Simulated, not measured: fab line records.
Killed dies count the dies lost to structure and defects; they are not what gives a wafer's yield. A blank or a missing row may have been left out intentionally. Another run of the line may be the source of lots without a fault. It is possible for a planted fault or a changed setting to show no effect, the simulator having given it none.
Which tool is to blame?    flow nand harc    24 lots with 72 wafers sampled at 5 steps, on a route of 1302 steps

WHAT EACH GAUGE READ, for each wafer
NHARC_P_M1_OVL_MEAS_10: pitch 260 nm.
lot   measured      on          overlay x nm (nm)  overlay y nm (nm)
L074  day 6 09:34   overlay-02  -0.6 -0.3 -0.6     -1.3 -1.2 -1.5
L075  day 6 14:20   overlay-01  0.9 0.7 0.0        -0.5 -0.8 -0.5
L076  day 6 23:31   overlay-02  -0.7 -0.2 0.2      -0.9 -1.0 -1.1
L077  day 7 10:08   overlay-01  0.3 0.6 0.2        0.9 1.3 0.8
L078  day 8 04:19   overlay-01  -0.8 -0.3 -0.5     0.8 0.8 1.2
L079  day 8 07:26   overlay-01  -0.1 -0.4 0.0      0.1 0.6 0.3
L080  day 8 19:29   overlay-02  -0.4 -0.9 -0.8     0.2 0.1 0.0
L081  day 9 03:08   overlay-01  -0.1 -0.2 -0.3     0.6 0.2 0.0
L082  day 9 18:43   overlay-02  -0.3 -0.1 0.0      0.1 0.4 -0.7
L083  day 9 18:52   overlay-02  -0.3 -1.0 0.1      -1.0 -0.7 -0.3
L084  day 10 14:49  overlay-01  0.0 0.3 0.0        0.3 0.4 0.4
L085  day 11 02:54  overlay-01  -1.7 -1.8 -1.6     0.0 -0.1 -0.8
L086  day 11 05:17  overlay-02  -0.1 0.5 0.8       -1.0 -1.7 -1.1
L087  day 11 15:35  overlay-02  0.9 0.9 1.0        0.3 1.5 0.9
L089  day 12 06:19  overlay-01  1.5 1.0 0.6        0.1 0.2 -0.7
L088  day 12 07:28  overlay-01  -0.3 0.1 -0.6      -0.1 0.0 -0.7
L090  day 13 06:32  overlay-02  0.1 0.5 0.0        0.7 0.4 0.2
L091  day 13 09:04  overlay-01  -0.8 -0.9 -1.1     -0.4 0.4 0.0
L092  day 14 01:56  overlay-02  -2.8 -2.2 -2.0     1.0 1.0 0.9
L093  day 14 10:34  overlay-01  0.7 0.8 0.7        0.4 0.6 0.4
L095  day 14 20:53  overlay-02  0.8 0.2 0.3        1.7 1.1 2.0
L094  day 14 22:08  overlay-01  1.9 1.8 1.8        0.8 0.8 1.1
L096  day 15 07:32  overlay-01  1.7 1.8 1.7        0.1 -0.1 0.7
L097  day 15 21:46  overlay-01  -0.2 -0.6 -0.4     -1.1 -0.9 -1.2

NHARC_P_M2_CD_MEAS_09 targets a cd of 170 nm.
lot   measured      on         cd nm (nm)
L074  day 6 13:38   cd sem-01  170.8 170.7 170.3
L075  day 6 18:34   cd sem-03  170.0 170.0 169.9
L076  day 7 03:40   cd sem-02  169.7 169.7 169.5
L077  day 7 14:04   cd sem-01  169.4 169.8 169.8
L078  day 8 08:16   cd sem-01  169.6 169.9 170.0
L079  day 8 11:38   cd sem-02  169.6 170.2 169.7
L080  day 8 23:24   cd sem-03  170.1 169.8 169.1
L081  day 9 07:11   cd sem-03  168.9 169.0 169.2
L082  day 9 22:40   cd sem-01  170.5 170.1 169.8
L083  day 9 22:56   cd sem-02  169.4 169.7 169.4
L084  day 10 19:19  cd sem-03  169.8 170.1 169.5
L085  day 11 06:58  cd sem-02  171.1 171.4 170.6
L086  day 11 09:25  cd sem-01  170.1 170.2 170.4
L087  day 11 19:39  cd sem-02  169.9 170.1 170.1
L089  day 12 10:28  cd sem-01  170.2 169.9 169.9
L088  day 12 11:44  cd sem-01  169.9 169.4 168.7
L090  day 13 10:46  cd sem-01  170.4 170.5 170.1
L091  day 13 13:07  cd sem-02  170.6 169.7 170.0
L092  day 14 06:08  cd sem-03  169.9 169.9 170.0
L093  day 14 14:37  cd sem-01  169.5 170.5 170.5
L095  day 15 00:57  cd sem-01  170.0 170.3 169.8
L094  day 15 02:11  cd sem-01  169.8 169.7 169.1
L096  day 15 11:46  cd sem-03  169.6 169.7 169.3
L097  day 16 01:52  cd sem-03  170.4 169.3 169.1

WHICH TOOL RAN EACH LOT (tool, then ch and the chambers of the sampled wafers, then the start)
lot   NHARC_P_CONTACT_CMP_24         NHARC_P_M0_DESCUM_14                NHARC_P_M1_PRE_CLEAN_32
L074  cmp-02 ch 1,3, day 6 04:23     rie diel-03 ch 0,1,2, day 6 05:44   pecvd-02 ch 0,1,2, day 6 12:19
L075  cmp-04 ch 0,1, day 6 08:50     rie diel-03 ch 2,3, day 6 10:18     pecvd-02 ch 0,1,2, day 6 17:14
L076  cmp-04 ch 0,2,3, day 6 18:07   rie diel-03 ch 0,1,3, day 6 19:35   pecvd-03 ch 0,2, day 7 02:20
L077  cmp-01 ch 0,3, day 7 04:47     rie diel-03 ch 1,2,3, day 7 06:19   pecvd-03 ch 1,2, day 7 12:53
L078  cmp-02 ch 0,1,3, day 7 23:02   rie diel-10 ch 2,3, day 8 00:22     pecvd-03 ch 0,1,2, day 8 07:06
L079  cmp-02 ch 0,3, day 8 02:00     rie diel-03 ch 2,3, day 8 03:28     pecvd-01 ch 0,1,2, day 8 10:16
L080  cmp-01 ch 0,1, day 8 14:16     rie diel-01 ch 0,1,2, day 8 15:40   pecvd-01 ch 1,2, day 8 22:14
L081  cmp-02 ch 0,1, day 8 21:25     rie diel-10 ch 2,3, day 8 22:54     pecvd-01 ch 1,2, day 9 05:52
L082  cmp-04 ch 0,1,3, day 9 12:37   rie diel-10 ch 0,2,3, day 9 14:07   pecvd-02 ch 0,1,2, day 9 21:27
L083  cmp-02 ch 0,1, day 9 13:01     rie diel-10 ch 2,3, day 9 14:40     pecvd-03 ch 1,2, day 9 21:38
L084  cmp-02 ch 0,2,3, day 10 09:14  rie diel-03 ch 0,1, day 10 10:35    pecvd-01 ch 1,2, day 10 17:59
L085  cmp-01 ch 0,3, day 10 21:41    rie diel-03 ch 0,2,3, day 10 23:02  pecvd-02 ch 1,2, day 11 05:38
L086  cmp-01 ch 0,1,2, day 11 00:03  rie diel-10 ch 1,2,3, day 11 01:25  pecvd-03 ch 0,1,2, day 11 08:15
L087  cmp-04 ch 0,3, day 11 09:36    rie diel-03 ch 2,3, day 11 11:06    pecvd-02 ch 0,1,2, day 11 18:22
L089  cmp-02 ch 0,3, day 12 01:02    rie diel-01 ch 0,1,3, day 12 02:25  pecvd-02 ch 0,2, day 12 09:10
L088  cmp-01 ch 1,2,3, day 12 02:01  rie diel-10 ch 0,2,3, day 12 03:23  pecvd-03 ch 1,2, day 12 10:26
L090  cmp-02 ch 0,2, day 13 00:52    rie diel-01 ch 0,2,3, day 13 02:22  pecvd-03 ch 1, day 13 09:18
L091  cmp-04 ch 0,2,3, day 13 03:20  rie diel-03 ch 0,1,2, day 13 04:51  pecvd-02 ch 0,1,2, day 13 11:49
L092  cmp-02 ch 1,2,3, day 13 20:31  rie diel-03 ch 0,1,2, day 13 21:59  pecvd-02 ch 0,1,2, day 14 04:41
L093  cmp-02 ch 0,2,3, day 14 04:57  rie diel-03 ch 0,3, day 14 06:44    pecvd-03 ch 1,2, day 14 13:19
L095  cmp-01 ch 0,1,2, day 14 15:28  rie diel-10 ch 0,1,3, day 14 16:56  pecvd-01 ch 0,1,2, day 14 23:38
L094  cmp-02 ch 1,3, day 14 16:20    rie diel-03 ch 0,1, day 14 18:02    pecvd-01 ch 0,1,2, day 15 00:52
L096  cmp-01 ch 0,1,3, day 15 02:08  rie diel-01 ch 1,2,3, day 15 03:35  pecvd-03 ch 0,2, day 15 10:17
L097  cmp-02 ch 0,2,3, day 15 16:10  rie diel-03 ch 0,2, day 15 17:32    pecvd-01 ch 0,1,2, day 16 00:32
- NHARC_P_CONTACT_CMP_24: polishes, t overpolish 30 s, target thk 200 nm.
- NHARC_P_M0_DESCUM_14: chemistry O2, time 3 s.
- NHARC_P_M1_PRE_CLEAN_32: time 12 s.

WHAT THE TOOLS THEMSELVES READ (means of the sampled wafers that have a number; where no wafer has one, the mark that the record gives instead)
NHARC_P_CONTACT_CMP_24.
lot   tool    motor current A (A)  overpolish run s (s)  time to endpoint s (s)
L074  cmp-02  12.1                 29.999                36.5
L075  cmp-04  11.6                 29.996                38.2
L076  cmp-04  12.9                 29.996                43.1
L077  cmp-01  11.6                 30.000                43.3
L078  cmp-02  12.4                 30.002                36.2
L079  cmp-02  12.3                 30.001                36.0
L080  cmp-01  13.4                 30.007                41.3
L081  cmp-02  12.0                 29.990                35.6
L082  cmp-04  12.2                 29.994                36.1
L083  cmp-02  12.1                 30.001                36.9
L084  cmp-02  12.3                 29.999                36.5
L085  cmp-01  12.1                 30.005                39.5
L086  cmp-01  12.8                 30.003                38.0
L087  cmp-04  13.2                 30.002                36.6
L089  cmp-02  11.7                 29.992                39.4
L088  cmp-01  12.3                 29.993                38.1
L090  cmp-02  12.8                 30.000                36.0
L091  cmp-04  12.7                 29.999                36.8
L092  cmp-02  12.2                 30.008                39.0
L093  cmp-02  12.3                 29.997                37.6
L095  cmp-01  12.8                 30.000                38.9
L094  cmp-02  12.3                 29.999                38.4
L096  cmp-01  12.3                 30.006                38.5
L097  cmp-02  12.2                 29.989                39.7

NHARC_P_M0_DESCUM_14.
lot   tool         drypump motor current A (A)  mfc ar sccm (sccm)  oes product au (a.u.)  rf vpp V (V)  showerhead plenum p Torr (Torr)  throttle valve pct (%)
L074  rie diel-03  6.0                          0.010               0.993                  58.9          1.88                             11.313
L075  rie diel-03  6.1                          0.005               1.007                  56.8          1.88                             11.317
L076  rie diel-03  6.1                          0.015               1.000                  57.3          1.96                             11.313
L077  rie diel-03  6.2                          0.005               1.005                  57.9          1.96                             11.312
L078  rie diel-10  5.8                          0.008               1.009                  58.5          1.99                             11.313
L079  rie diel-03  6.1                          0.005               1.013                  57.6          1.88                             11.318
L080  rie diel-01  5.7                          0.014               0.997                  59.2          1.99                             11.303
L081  rie diel-10  5.9                          0.005               1.013                  57.7          1.93                             11.299
L082  rie diel-10  5.6                          0.006               1.010                  57.5          1.95                             11.310
L083  rie diel-10  5.8                          0.008               1.011                  58.1          1.98                             11.302
L084  rie diel-03  6.2                          0.010               0.991                  57.6          1.96                             11.314
L085  rie diel-03  5.9                          0.015               1.005                  58.9          1.88                             11.304
L086  rie diel-10  6.0                          0.004               1.008                  58.3          1.96                             11.310
L087  rie diel-03  6.0                          0.009               0.999                  57.5          1.95                             11.306
L089  rie diel-01  5.8                          0.026               0.995                  57.7          1.99                             11.307
L088  rie diel-10  5.6                          0.006               1.005                  57.6          1.95                             11.318
L090  rie diel-01  5.6                          0.029               1.006                  58.1          1.95                             11.301
L091  rie diel-03  6.0                          0.010               1.002                  57.4          1.88                             11.302
L092  rie diel-03  6.0                          0.010               1.002                  57.0          1.88                             11.315
L093  rie diel-03  6.0                          0.020               0.996                  58.1          1.95                             11.312
L095  rie diel-10  5.8                          0.002               0.996                  58.4          1.92                             11.315
L094  rie diel-03  5.9                          0.021               0.993                  57.9          1.88                             11.312
L096  rie diel-01  5.8                          0.019               0.999                  57.7          1.98                             11.317
L097  rie diel-03  5.8                          0.021               0.997                  57.0          1.80                             11.307

NHARC_P_M1_PRE_CLEAN_32.
lot   tool      heater power w (W)
L074  pecvd-02  713
L075  pecvd-02  744
L076  pecvd-03  652
L077  pecvd-03  545
L078  pecvd-03  583
L079  pecvd-01  587
L080  pecvd-01  598
L081  pecvd-01  616
L082  pecvd-02  703
L083  pecvd-03  622
L084  pecvd-01  607
L085  pecvd-02  609
L086  pecvd-03  625
L087  pecvd-02  746
L089  pecvd-02  842
L088  pecvd-03  650
L090  pecvd-03  638
L091  pecvd-02  719
L092  pecvd-02  727
L093  pecvd-03  560
L095  pecvd-01  599
L094  pecvd-01  597
L096  pecvd-03  629
L097  pecvd-01  598

THE ANSWER, worked out from the rows above alone
Rule: usual is defined by the lots themselves. The widest of any qualifying gaps counts: lots, ordered by their means at a reading, are off when they make up no more than a third of the lots, leave a main group of 4 or more, and stand apart from it by 3 or more times the standard deviation of that group's means. If all means in a main group match to the digits the tables above print for the reading, that group is not used. Also off: a lot with no number at a reading for which 4 or more lots have one. All remaining lots with rows at the step are treated as sound. First the gauges in route order, then the tools' own readings, where a lot's mean is used as printed above. The first step at which some lot is off is used, and at that step the reading that is off furthest; a lot without a number counts as furthest.
No lot is off on any of the readings shown, so nothing can be concluded from this.

WHAT THE SIMULATOR HAD PUT IN
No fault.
